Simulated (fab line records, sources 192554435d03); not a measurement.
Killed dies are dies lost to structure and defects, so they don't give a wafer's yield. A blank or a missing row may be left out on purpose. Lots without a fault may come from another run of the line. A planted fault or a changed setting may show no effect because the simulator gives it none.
Chamber matching | flow n5_finfet | N5_BEOL_M5_CMP_52 on cmp-02: 4 sister chambers
The step polishes, stops on SiCOH lowk, t overpolish 6.9 s, target thk 62 nm. 8 wafers are shown with their chamber, then 9 later ones without.

WAFERS WITH THEIR CHAMBER
wafer  | chamber | motor_current_A (A) | time_to_endpoint_s (s)
L084.2 | 1       | 5.3                 | 61.6
L086.3 | 3       | 7.0                 | 66.1
L087.1 | 0       | 4.7                 | 58.1
L087.2 | 1       | 5.4                 | 62.0
L087.6 | 2       | 7.3                 | 59.9
L090.3 | 2       | 7.6                 | 61.2
L090.4 | 0       | 4.7                 | 60.9
L090.5 | 3       | 6.4                 | 66.5

WAFERS WITHOUT THEIR CHAMBER
wafer  | motor_current_A (A) | time_to_endpoint_s (s)
L092.2 | 4.7                 | 57.1
L092.3 | 6.8                 | 61.4
L092.5 | 7.4                 | 62.5
L094.1 | 6.2                 | 65.0
L094.3 | 4.7                 | 60.7
L094.4 | 7.6                 | 62.9
L097.2 | 7.7                 | 62.7
L097.3 | 5.1                 | 61.3
L097.4 | 6.8                 | 63.8

WHICH CHAMBER EACH WENT THROUGH
wafer  | from the rows above     | in truth
L092.2 | 0                       | 0
L092.3 | can't be placed: 2 or 3 | 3
L092.5 | 2                       | 2
L094.1 | 3                       | 3
L094.3 | can't be placed: 0 or 1 | 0
L094.4 | 2                       | 2
L097.2 | 2                       | 2
L097.3 | can't be placed: 1 or 0 | 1
L097.4 | can't be placed: 3 or 2 | 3
Placed correctly: 5 of 9. Can't be placed from these rows: 4 (the true chamber is among the candidates in 4). Placed wrongly: 0.
How it was worked out, from the rows above alone: a wafer's distance from a chamber is the root of the sum, over the readings, of the square of ((its reading less the chamber's mean) divided by the reading's scatter). The wafer belongs to the nearest chamber; if the next one is less than 2 further off, it can't be placed. A chamber's mean is the mean of its shown wafers. The scatter: the root of (the sum of the squares of (reading less its chamber's mean) over the shown wafers, divided by (wafers less chambers)).
